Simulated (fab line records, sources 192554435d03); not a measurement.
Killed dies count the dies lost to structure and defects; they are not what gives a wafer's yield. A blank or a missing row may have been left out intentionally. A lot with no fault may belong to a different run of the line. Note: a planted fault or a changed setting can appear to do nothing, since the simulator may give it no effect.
fab line records	flow n5-finfet
record lots=7	wafers=21
route steps=1938 shown HKMG_FIN@435 GATE_CUT@480 MOL_CONTACT_COAG@584 BEOL_M0_SAQP@663 BEOL_M0@720 BEOL_M1@761 BEOL_M3@941
start-h: start of the lot's first displayed wafer, in hours after the record's first day	wait-h: time in hours since the lot's previous step	" repeats the value in the row above	L1.1+2: several wafers, shown together as one row	- value missing, or start not given	* or withheld: withheld	< > ~ a bound
route shown NAME@n: a module of which the file shows steps, and the number in the route of the first	usual: mean and standard deviation over wafers with no fault	same: alike in all rows	chamber/n: place in a boat	sites: readings site by site	_std_site: how widely they spread, as a standard deviation	_edge_site: the outer-site mean with the inner-site mean subtracted	radius-mm: how far each site lies from the wafer's centre	mask NAME#n: copy n	behind: the last tool/chamber to shape the wafer	hold: what put the lot on hold/how long, in hours/how the hold closed	device: the n, p or np transistor that did not switch	end of line: at the end of the route, the tests of the same wafers	a step without rows: its recipe alone	killed: the dies lost at the first sort to structure and to defects; this is not the yield of the wafer	map: dies across one wafer; x = killed, . = not, _ = none there
set.NAME: the setting the step ran with; set.NAME@STEP: the setting that earlier step ran with	model.NAME: the simulator's own value behind a step, which no gauge read
one table per step and one row per wafer, for lots whose settings were changed on purpose
## steps
# step N5_HKMG_FIN_ETCH_32
# recipe chemistry=N2/H2	target=SOC	target-depth-a=2400	temp-c=40	time-s=300	ion-energy-ev=200	mask-material=SiARC	pressure-mtorr=30	source-w=840	bias-w=150	n2-flow-sccm=200	h2-flow-sccm=200
# usual rf-vpp-V=524.1/2
lot.wafer	tool	chamber	start-h	wait-h	set.source-w	rf-vpp-V	model.etch.depth-nm	model.HKMG_FIN.feature-depth-nm
L074.2	rie-diel-01	0	79.18	0.0	699	553.3	197.3	197.4
L074.4	"	2	"	"	840	522.0	229.7	229.6
L074.6	"	2	"	"	840	521.4	230	230
L084.3	rie-diel-02	2	138.09	0.0	840	527.0	241.3	241.2
L084.4	"	0	"	"	840	525.0	235.8	235.8
L084.5	"	0	"	"	840	527.4	235.8	235.8
L085.1	rie-diel-02	0	146.49	0.0	915	511.0	250.6	250.6
L085.3	"	3	"	"	915	509.7	257.8	257.8
L085.4	"	2	"	"	840	524.3	242	242
L086.2	rie-diel-04	2	150.14	0.0	947.6	504.9	259.9	259.8
L086.5	"	2	"	"	947.6	502.9	259	259
L086.6	"	0	"	"	840	523.8	240.3	240.4
L089.2	rie-diel-02	3	166.01	0.0	840	521.9	239.1	239.2
L089.5	"	1	"	"	840	524.2	246.1	246.2
L089.6	"	0	"	"	780.5	538.7	222.7	222.6
L090.1	rie-diel-01	0	172.10	0.0	840	520.3	231.2	231.2
L090.2	"	3	"	"	840	525.5	230.6	230.6
L090.6	"	3	"	"	751.8	546.2	209.4	209.4
L093.1	rie-diel-01	2	192.85	0.0	840	521.0	229.6	229.6
L093.2	"	1	"	"	840	524.9	240.4	240.4
L093.5	"	2	"	"	840	521.7	230.3	230.2
# step N5_GATE_CUT_COAT_27
# recipe resist=underlayer	temp-c=205	time-s=60	spin-rpm=1500	resist-thk-nm=10
lot.wafer	tool	chamber	start-h	wait-h	set.spin-rpm	model.underlayer_of_GATE_CUT_COAT_27.thk-nm
L074.2+4	litho-track-05	0	-	-	1398	10.4
L074.6	"	0	"	"	1500	10
L084.3+4+5	litho-track-03	0	-	-	1500	10
L085.1	litho-track-03	0	-	-	1548	9.8
L085.3+4	"	0	"	"	1500	10
L086.2+5+6	litho-track-04	0	-	-	1500	10
L089.2+5+6	litho-track-04	0	-	-	1500	10
L090.1+6	litho-track-03	0	-	-	1554	9.8
L090.2	"	0	"	"	1500	10
L093.1+2+5	litho-track-05	0	-	-	1500	10
# step N5_GATE_CUT_COAT_07
# recipe resist=CAR-EUV	spin-rpm=1500	resist-thk-nm=30
# step N5_GATE_CUT_EBR_09
# recipe solvent=PGMEA	ebr-width-mm=1.5
# step N5_GATE_CUT_DESCUM_18
# recipe chemistry=O2	time-s=7	source-power-w=50	bias-power-w=20	pressure-mtorr=20	rf-frequency-hz=2.712e+07	temp-c=40	resist=CAR-EUV	o2-flow-sccm=225
# step N5_GATE_CUT_ETCH_28
# recipe chemistry=N2/H2	target=underlayer	target-depth-a=130	mask-material=CAR-EUV	time-s=10.4	ion-energy-ev=200	pressure-mtorr=30	source-w=840	bias-w=150	n2-flow-sccm=200	h2-flow-sccm=200	ends=cleared
lot.wafer	tool	chamber	start-h	wait-h	set.spin-rpm@GATE_CUT_COAT_27	model.etch.depth-nm	model.CAR-EUV_of_GATE_CUT_COAT_07.thk-nm
L074.2	rie-diel-05	0	87.66	0.0	1398	10.39	14.2
L074.4	"	2	"	"	1398	10.38	14.2
L074.6	"	1	"	"	1500	10.02	14.6
L084.3	rie-diel-03	1	147.19	0.0	1500	9.985	14.6
L084.4	"	2	"	"	1500	10.01	14.6
L084.5	"	0	"	"	1500	10	14.6
L085.1	rie-diel-06	1	155.58	0.0	1548	9.847	14.8
L085.3	"	2	"	"	1500	9.992	14.4
L085.4	"	0	"	"	1500	10.04	14.4
L086.2	rie-diel-06	2	158.79	0.0	1500	9.98	14.6
L086.5	"	0	"	"	1500	10.01	14.6
L086.6	"	1	"	"	1500	9.983	14.8
L089.2	rie-diel-06	0	174.66	0.0	1500	9.987	14.6
L089.5	"	3	"	"	1500	10.01	14.6
L089.6	"	2	"	"	1500	10.05	14.6
L090.1	rie-diel-06	2	181.17	0.0	1554	9.849	14.8
L090.2	"	1	"	"	1500	10.03	14.6
L090.6	"	2	"	"	1554	9.821	14.8
L093.1	rie-diel-06	3	201.62	0.0	1500	10.05	14.8
L093.2	"	2	"	"	1500	10.08	14.6
L093.5	"	3	"	"	1500	10.07	14.6
# step N5_MOL_CONTACT_COAG_ETCHBACK_135
# recipe chemistry=CHF3	target=SiO2	target-depth-a=250	time-s=16.7	ion-energy-ev=200	pressure-mtorr=30	source-w=610	bias-w=170	Ar_flow_sccm=200	CHF3_flow_sccm=50
lot.wafer	tool	chamber	start-h	wait-h	set.time-s	model.SOC_of_MOL_CONTACT_COAG_COAT_75.thk-nm
L074.2+4	rie-diel-01	0,3	102.02	0.0	18.49	57.6
L074.6	"	2	"	"	16.7	58
L084.3	rie-diel-04	0	161.98	0.0	13.05	58.2
L084.4	"	2	"	"	16.7	57.4
L084.5	"	0	"	"	16.7	57.6
L085.1+4	rie-diel-02	3,0	169.54	0.0	13.61	57.6
L085.3	"	2	"	"	16.7	57
L086.2	rie-diel-04	1	173.13	0.0	16.7	57.2
L086.5+6	"	2,1	"	"	16.7	57.4
L089.2+6	rie-diel-04	2	188.58	0.0	16.7	57.4
L089.5	"	0	"	"	14.33	57.8
L090.1	rie-diel-02	2	199.24	0.0	14.23	58
L090.2	"	1	"	"	16.7	57.6
L090.6	"	0	"	"	16.7	57.4
L093.1	rie-diel-04	3	215.70	0.0	16.7	57.2
L093.2	"	2	"	"	16.7	57
L093.5	"	2	"	"	16.7	57.6
# step N5_MOL_CONTACT_COAG_VIA_ETCH_46
# recipe chemistry=C4F6/O2	target-depth-a=460	overetch-a=92	mask-material=SOC	target=SiO2	bias-w=455	pressure-mtorr=10	time-s=40	source-w=325	Ar_flow_sccm=300	C4F6_flow_sccm=10	O2_flow_sccm=10	ion-energy-ev=575.3	ends=end-point
# usual rf-vpp-V=1578/21
lot.wafer	tool	chamber	start-h	wait-h	set.bias-w	rf-vpp-V
L074.2	rie-diel-01	0	102.06	0.0	426.4	1484
L074.4	"	3	"	"	455	1612
L074.6	"	2	"	"	455	1588
L084.3	rie-diel-04	0	162.02	0.0	511.6	1680
L084.4	"	2	"	"	455	1579
L084.5	"	0	"	"	455	1541
L085.1	rie-diel-02	3	169.58	0.0	455	1577
L085.3	"	2	"	"	455	1575
L085.4	"	0	"	"	455	1574
L086.2	rie-diel-04	1	173.16	0.0	455	1580
L086.5	"	2	"	"	455	1579
L086.6	"	1	"	"	455	1580
L089.2	rie-diel-04	2	188.61	0.0	526.1	1758
L089.5	"	0	"	"	455	1542
L089.6	"	2	"	"	455	1577
L090.1	rie-diel-02	2	199.28	0.0	455	1574
L090.2	"	1	"	"	455	1563
L090.6	"	0	"	"	455	1573
L093.1	rie-diel-04	3	215.73	0.0	455	1620
L093.2	"	2	"	"	455	1578
L093.5	"	2	"	"	455	1578
# step N5_BEOL_M0_SAQP_SPACER1_ALD_98
# recipe material=SiO2	target-thk-a=128	temp-c=300	ald-precursor-family=BDEAS	ald-co-reactant=O2-plasma	pulse-time-s=1	purge-time-s=2	co-reactant-purge-time-s=2	ald-cycles=138	pressure-torr=2
lot.wafer	tool	chamber	start-h	wait-h	set.ald-cycles	model.SiO2_of_BEOL_M0_SAQP_SPACER1_ALD_98.thk-nm
L074.2+4+6	ald-sin-02	2,1,3	113.66	0.3	138	12.8
L084.3+4	ald-sin-04	3,2	170.99	0.1	138	12.8
L084.5	"	1	"	"	129	12
L085.1	ald-sin-02	0	177.20	0.3	130	12
L085.3+4	"	3,0	"	"	138	12.8
L086.2+5	ald-sin-03	3	182.54	0.4	138	12.8
L086.6	"	0	"	"	138	13
L089.2	ald-sin-02	0	196.77	0.3	131	12
L089.5	"	2	"	"	138	12.8
L089.6	"	3	"	"	131	12.2
L090.1	ald-sin-03	0	208.54	0.6	138	12.8
L090.2+6	"	3,1	"	"	151	14
L093.1+2+5	ald-sin-03	2,3,1	224.81	0.3	138	12.8
# step N5_BEOL_M0_SAQP_SPACER1_ETCHBACK_99
# recipe chemistry=CHF3/O2	mode=anisotropic-etchback	target=SiO2	target-depth-a=154	time-s=7.7	pressure-mtorr=30	source-w=650	bias-w=170	Ar_flow_sccm=200	CHF3_flow_sccm=50	O2_flow_sccm=5	ion-energy-ev=200
# step N5_BEOL_M0_SAQP_MANDREL1_REMOVE_100
# recipe chemistry=HBr/Cl2/O2	bt-time-s=10	target=a-Si	stop-on=SiNx	endpoint=OES-SiCl	over-etch-frac=0.85	icp-w=600	bias-w=30	HBr_flow_sccm=150	Cl2_flow_sccm=80	O2_flow_sccm=5	pressure-mtorr=10
lot.wafer	tool	chamber	start-h	wait-h	set.ald-cycles@BEOL_M0_SAQP_SPACER1_ALD_98	model.SiO2_of_BEOL_M0_SAQP_SPACER1_ALD_98.thk-nm	model.BEOL_M0_SAQP.cd-nm
L074.2+4	rie-si-06	1,3	114.33	0.1	138	7.4	12.8
L074.6	"	1	"	"	138	7.4	13
L084.3+4	rie-si-06	1,0	171.75	0.1	138	7.4	12.8
L084.5	"	0	"	"	129	6.6	12
L085.1	rie-si-06	0	177.91	0.1	130	6.6	12
L085.3	"	2	"	"	138	7.4	12.8
L085.4	"	3	"	"	138	7.4	12.6
L086.2+5	rie-si-06	1	183.34	0.1	138	7.4	12.8
L086.6	"	2	"	"	138	7.6	12.8
L089.2	rie-si-06	2	197.33	0.1	131	6.6	12.2
L089.5	"	1	"	"	138	7.4	12.8
L089.6	"	3	"	"	131	6.8	12.2
L090.1	rie-si-05	3	209.10	0.1	138	7.4	13
L090.2	"	2	"	"	151	8.6	13.8
L090.6	"	1	"	"	151	8.8	14
L093.1	rie-si-05	2	225.37	0.1	138	7.4	12.6
L093.2+5	"	3,2	"	"	138	7.4	12.8
# step N5_BEOL_M0_SAQP_COAT_105
# recipe resist=SOC	temp-c=250	time-s=60	spin-rpm=1500	resist-thk-nm=100
lot.wafer	tool	chamber	start-h	wait-h	set.spin-rpm	model.SOC_of_BEOL_M0_SAQP_COAT_105.thk-nm
L074.2	litho-track-05	0	115.12	0.3	1556	98.2
L074.4	"	0	"	"	1500	99.8
L074.6	"	0	"	"	1556	98.4
L084.3+5	litho-track-05	0	172.51	0.2	1603	97
L084.4	"	0	"	"	1500	100.4
L085.1	litho-track-01	0	179.02	0.3	1409	103.2
L085.3	"	0	"	"	1500	99.8
L085.4	"	0	"	"	1500	100
L086.2+5+6	litho-track-01	0	184.12	0.3	1500	100
L089.2	litho-track-01	0	198.11	0.3	1500	99.6
L089.5	"	0	"	"	1500	100
L089.6	"	0	"	"	1382	104.2
L090.1+6	litho-track-04	0	209.85	0.3	1500	100.2
L090.2	"	0	"	"	1393	104
L093.1	litho-track-05	0	226.47	0.3	1500	99.8
L093.2	"	0	"	"	1500	99.6
L093.5	"	0	"	"	1500	99.4
# step N5_BEOL_M0_ETCH_128
# recipe chemistry=CF4/N2	target-depth-a=120	overetch-a=51	target=SiCN	time-s=21.4	ion-energy-ev=150	pressure-mtorr=40	source-w=430	bias-w=70	Ar_flow_sccm=100	cf4-flow-sccm=60	n2-flow-sccm=60
# usual rf-vpp-V=382.3/1.5
lot.wafer	tool	chamber	start-h	wait-h	set.source-w	rf-vpp-V
L074.2	rie-diel-02	2	120.60	0.0	475.5	370.5
L074.4	"	1	"	"	475.5	370.0
L074.6	"	0	"	"	430	382.1
L084.3	rie-diel-04	1	179.25	0.9	430	382.3
L084.4	"	2	"	"	430	383.2
L084.5	"	0	"	"	498.6	364.9
L085.1	rie-diel-04	1	189.40	0.0	430	381.4
L085.3	"	2	"	"	402.1	390.4
L085.4	"	2	"	"	430	383.5
L086.2	rie-diel-01	1	189.64	0.2	430	382.3
L086.5	"	0	"	"	400.2	390.4
L086.6	"	3	"	"	430	383.2
L089.2	rie-diel-04	2	202.18	0.3	463.4	373.8
L089.5	"	1	"	"	430	382.5
L089.6	"	2	"	"	463.4	372.3
L090.1	rie-diel-01	3	218.16	0.5	430	383.6
L090.2	"	1	"	"	406.4	391.2
L090.6	"	2	"	"	430	380.3
L093.1	rie-diel-01	1	232.50	0.3	430	383.1
L093.2	"	0	"	"	430	380.1
L093.5	"	2	"	"	430	380.5
# step N5_BEOL_M1_EXPOSE_08
# recipe mask-id=M1	na=0.33	source-shape=dipole	sigma-inner=0.369	sigma-outer=0.767	polarization=unpolarized	dose-mj=33
lot.wafer	tool	chamber	start-h	wait-h	mask	set.dose-mj
L074.2+4+6	euv-scanner-02	0	125.83	-	M1#0	33
L084.3	euv-scanner-01	0	183.34	-	M1#0	34.89
L084.4+5	"	0	"	"	M1#0	33
L085.1	euv-scanner-02	0	198.09	-	M1#0	33
L085.3+4	"	0	"	"	M1#0	34.14
L086.2	euv-scanner-02	0	198.27	-	M1#0	33
L086.5+6	"	0	"	"	M1#0	31.78
L089.2+6	euv-scanner-02	0	207.54	-	M1#0	33
L089.5	"	0	"	"	M1#0	34.54
L090.1	euv-scanner-01	0	223.36	-	M1#0	31.95
L090.2+6	"	0	"	"	M1#0	33
L093.1+2+5	euv-scanner-01	0	236.72	-	M1#0	33
# step N5_BEOL_M1_PEB_09
# recipe peb-temp-c=100	peb-time-s=60	resist=CAR-EUV
# step N5_BEOL_M1_DEVELOP_10
# recipe develop-time-s=30	developer=TMAH	resist=CAR-EUV	rinse-liquid=surfactant-rinse	dry=air-spin	dev-temp-c=23
# step N5_BEOL_M1_CD_MEAS_11
# recipe target-cd-nm=17.05	landing-energy-ev=500	detector=se-inlens	polarity=opening
# usual cd-nm=16.99/0.23
lot.wafer	tool	chamber	start-h	wait-h	set.dose-mj@BEOL_M1_EXPOSE_08	cd-nm
L074.2	cd-sem-03	0	125.95	-	33	16.78
L074.4	"	0	"	"	33	16.66
L074.6	"	0	"	"	33	17.12
L084.3	cd-sem-03	0	183.45	-	34.89	18.12
L084.4	"	0	"	"	33	16.91
L084.5	"	0	"	"	33	17.12
L085.1	cd-sem-02	0	198.22	-	33	16.80
L085.3	"	0	"	"	34.14	17.17
L085.4	"	0	"	"	34.14	17.23
L086.2	cd-sem-01	0	198.39	-	33	16.87
L086.5	"	0	"	"	31.78	16.40
L086.6	"	0	"	"	31.78	15.77
L089.2	cd-sem-02	0	207.66	-	33	17.51
L089.5	"	0	"	"	34.54	18.15
L089.6	"	0	"	"	33	17.35
L090.1	cd-sem-03	0	223.49	-	31.95	16.61
L090.2	"	0	"	"	33	17.14
L090.6	"	0	"	"	33	16.94
L093.1	cd-sem-03	0	236.85	-	33	16.41
L093.2	"	0	"	"	33	16.98
L093.5	"	0	"	"	33	17.02
# step N5_BEOL_M1_DESCUM_16
# recipe chemistry=O2	time-s=7	source-power-w=50	bias-power-w=20	pressure-mtorr=20	rf-frequency-hz=2.712e+07	temp-c=40	resist=CAR-EUV	o2-flow-sccm=225
# step N5_BEOL_M1_ETCH_74
# recipe chemistry=N2/H2	target=underlayer	target-depth-a=65	mask-material=CAR-EUV	time-s=5.2	ion-energy-ev=200	pressure-mtorr=30	source-w=840	bias-w=150	n2-flow-sccm=200	h2-flow-sccm=200	ends=cleared
lot.wafer	tool	chamber	start-h	wait-h	set.dose-mj@BEOL_M1_EXPOSE_08	model.BEOL_M1.cd-offset-nm
L074.2	rie-diel-03	0	126.10	0.0	33	-0.2
L074.4+6	"	1,3	"	"	33	0
L084.3	rie-diel-06	0	184.91	0.0	34.89	0.8
L084.4	"	1	"	"	33	0
L084.5	"	2	"	"	33	0.2
L085.1	rie-diel-03	1	198.69	0.0	33	0
L085.3	"	2	"	"	34.14	0.2
L085.4	"	3	"	"	34.14	0.6
L086.2	rie-diel-03	2	198.92	0.0	33	-0.2
L086.5+6	"	1,2	"	"	31.78	-0.8
L089.2	rie-diel-05	2	207.86	0.0	33	0.2
L089.5	"	0	"	"	34.54	0.8
L089.6	"	1	"	"	33	0
L090.1	rie-diel-06	0	223.71	0.0	31.95	-0.8
L090.2+6	"	1,0	"	"	33	0
L093.1+5	rie-diel-05	2,3	237.01	0.0	33	-0.2
L093.2	"	3	"	"	33	0
# step N5_BEOL_M1_ETCH_64
# recipe chemistry=N2/H2	target=SOC	target-depth-a=750	overetch-a=150	mask-material=SiARC	temp-c=40	time-s=112.5	ion-energy-ev=200	pressure-mtorr=30	source-w=840	bias-w=150	n2-flow-sccm=200	h2-flow-sccm=200
# usual rf-vpp-V=524.0/2.7
lot.wafer	tool	chamber	start-h	wait-h	set.source-w	rf-vpp-V
L074.2	rie-diel-03	0	126.15	0.0	840	523.7
L074.4	"	1	"	"	718.9	552.1
L074.6	"	3	"	"	718.9	551.8
L084.3	rie-diel-06	0	184.95	0.0	718.1	553.7
L084.4	"	1	"	"	718.1	553.7
L084.5	"	2	"	"	718.1	548.9
L085.1	rie-diel-03	1	198.74	0.0	888.7	513.6
L085.3	"	2	"	"	840	526.3
L085.4	"	3	"	"	888.7	514.0
L086.2	rie-diel-03	2	198.96	0.0	840	526.7
L086.5	"	1	"	"	840	521.9
L086.6	"	2	"	"	980.5	497.9
L089.2	rie-diel-05	2	207.90	0.0	840	523.6
L089.5	"	0	"	"	840	527.7
L089.6	"	1	"	"	840	521.1
L090.1	rie-diel-06	0	223.76	0.0	840	525.3
L090.2	"	1	"	"	840	527.8
L090.6	"	0	"	"	784.3	537.4
L093.1	rie-diel-05	2	237.05	0.0	840	522.7
L093.2	"	3	"	"	840	529.8
L093.5	"	3	"	"	840	528.1
# step N5_BEOL_M3_EXPOSE_08
# recipe mask-id=M3	na=0.33	source-shape=dipole	sigma-inner=0.369	sigma-outer=0.767	polarization=unpolarized	dose-mj=33
lot.wafer	tool	chamber	start-h	wait-h	mask	set.dose-mj
L074.2+6	euv-scanner-02	0	150.49	-	M3#0	31.74
L074.4	"	0	"	"	M3#0	33
L084.3+4+5	euv-scanner-01	0	216.35	-	M3#0	33
L085.1+3+4	euv-scanner-01	0	226.32	-	M3#0	33
L086.2+6	euv-scanner-02	0	229.26	-	M3#0	33
L086.5	"	0	"	"	M3#0	31.48
L089.2+5+6	euv-scanner-02	0	234.38	-	M3#0	33
L090.1+2+6	euv-scanner-01	0	243.49	-	M3#0	33
L093.1+2+5	euv-scanner-01	0	259.11	-	M3#0	33
# step N5_BEOL_M3_PEB_09
# recipe peb-temp-c=100	peb-time-s=60	resist=CAR-EUV
# step N5_BEOL_M3_DEVELOP_10
# recipe develop-time-s=30	developer=TMAH	resist=CAR-EUV	rinse-liquid=surfactant-rinse	dry=air-spin	dev-temp-c=23
# step N5_BEOL_M3_DESCUM_16
# recipe chemistry=O2	time-s=7	source-power-w=50	bias-power-w=20	pressure-mtorr=20	rf-frequency-hz=2.712e+07	temp-c=40	resist=CAR-EUV	o2-flow-sccm=225
# step N5_BEOL_M3_ETCH_74
# recipe chemistry=N2/H2	target=underlayer	target-depth-a=65	mask-material=CAR-EUV	time-s=5.2	ion-energy-ev=200	pressure-mtorr=30	source-w=840	bias-w=150	n2-flow-sccm=200	h2-flow-sccm=200	ends=cleared
lot.wafer	tool	chamber	start-h	wait-h	set.dose-mj@BEOL_M3_EXPOSE_08	model.BEOL_M3.cd-offset-nm
L074.2	rie-diel-05	3	151.88	0.0	31.74	-0.6
L074.4	"	2	"	"	33	0
L074.6	"	2	"	"	31.74	-0.8
L084.3+4	rie-diel-03	2,1	216.62	0.0	33	0
L084.5	"	0	"	"	33	0.2
L085.1+3	rie-diel-05	0,1	226.95	0.0	33	0.2
L085.4	"	3	"	"	33	-0.2
L086.2+6	rie-diel-06	1,0	229.54	0.0	33	0
L086.5	"	1	"	"	31.48	-1
L089.2	rie-diel-03	1	234.77	0.0	33	0.2
L089.5+6	"	1,2	"	"	33	0
L090.1+2	rie-diel-05	1,0	243.78	0.0	33	0
L090.6	"	2	"	"	33	-0.2
L093.1+5	rie-diel-06	0,1	259.47	0.0	33	-0.2
L093.2	"	2	"	"	33	0
## key
split step=N5_HKMG_FIN_ETCH_32	setting=source-w	stated=840	by=wafer
response step=N5_HKMG_FIN_ETCH_32	reading=rf-vpp-V	change=-1.85	per=1%	r=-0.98
response step=N5_HKMG_FIN_ETCH_32	reading=model.etch.depth-nm	change=+1.85	per=1%	r=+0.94
response step=N5_HKMG_FIN_ETCH_32	reading=model.HKMG_FIN.feature-depth-nm	change=+1.84	per=1%	r=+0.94
split step=N5_GATE_CUT_COAT_27	setting=spin-rpm	stated=1500	by=wafer
response step=N5_GATE_CUT_COAT_27	reading=model.underlayer_of_GATE_CUT_COAT_27.thk-nm	change=-0.0588	per=1%	r=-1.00
response step=N5_GATE_CUT_ETCH_28	reading=model.etch.depth-nm	change=-0.0537	per=1%	r=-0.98
response step=N5_GATE_CUT_ETCH_28	reading=model.CAR-EUV_of_GATE_CUT_COAT_07.thk-nm	change=+0.068	per=1%	r=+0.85
split step=N5_MOL_CONTACT_COAG_ETCHBACK_135	setting=time-s	stated=16.7	by=wafer
response step=N5_MOL_CONTACT_COAG_ETCHBACK_135	reading=model.SOC_of_MOL_CONTACT_COAG_COAT_75.thk-nm	change=-0.0323	per=1%	r=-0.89
split step=N5_MOL_CONTACT_COAG_VIA_ETCH_46	setting=bias-w	stated=455	by=wafer
response step=N5_MOL_CONTACT_COAG_VIA_ETCH_46	reading=rf-vpp-V	change=+12.2	per=1%	r=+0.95
split step=N5_BEOL_M0_SAQP_SPACER1_ALD_98	setting=ald-cycles	stated=138	by=wafer
response step=N5_BEOL_M0_SAQP_SPACER1_ALD_98	reading=model.SiO2_of_BEOL_M0_SAQP_SPACER1_ALD_98.thk-nm	change=+0.13	per=1%	r=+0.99
response step=N5_BEOL_M0_SAQP_MANDREL1_REMOVE_100	reading=model.SiO2_of_BEOL_M0_SAQP_SPACER1_ALD_98.thk-nm	change=+0.135	per=1%	r=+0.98
response step=N5_BEOL_M0_SAQP_MANDREL1_REMOVE_100	reading=model.BEOL_M0_SAQP.cd-nm	change=+0.109	per=1%	r=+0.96
split step=N5_BEOL_M0_SAQP_COAT_105	setting=spin-rpm	stated=1500	by=wafer
response step=N5_BEOL_M0_SAQP_COAT_105	reading=model.SOC_of_BEOL_M0_SAQP_COAT_105.thk-nm	change=-0.525	per=1%	r=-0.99
split step=N5_BEOL_M0_ETCH_128	setting=source-w	stated=430	by=wafer
response step=N5_BEOL_M0_ETCH_128	reading=rf-vpp-V	change=-1.17	per=1%	r=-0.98
split step=N5_BEOL_M1_EXPOSE_08	setting=dose-mj	stated=33	by=wafer
response step=N5_BEOL_M1_CD_MEAS_11	reading=cd-nm	change=+0.17	per=1%	r=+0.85
response step=N5_BEOL_M1_ETCH_74	reading=model.BEOL_M1.cd-offset-nm	change=+0.149	per=1%	r=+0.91
split step=N5_BEOL_M1_ETCH_64	setting=source-w	stated=840	by=wafer
response step=N5_BEOL_M1_ETCH_64	reading=rf-vpp-V	change=-1.76	per=1%	r=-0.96
split step=N5_BEOL_M3_EXPOSE_08	setting=dose-mj	stated=33	by=wafer
response step=N5_BEOL_M3_ETCH_74	reading=model.BEOL_M3.cd-offset-nm	change=+0.203	per=1%	r=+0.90
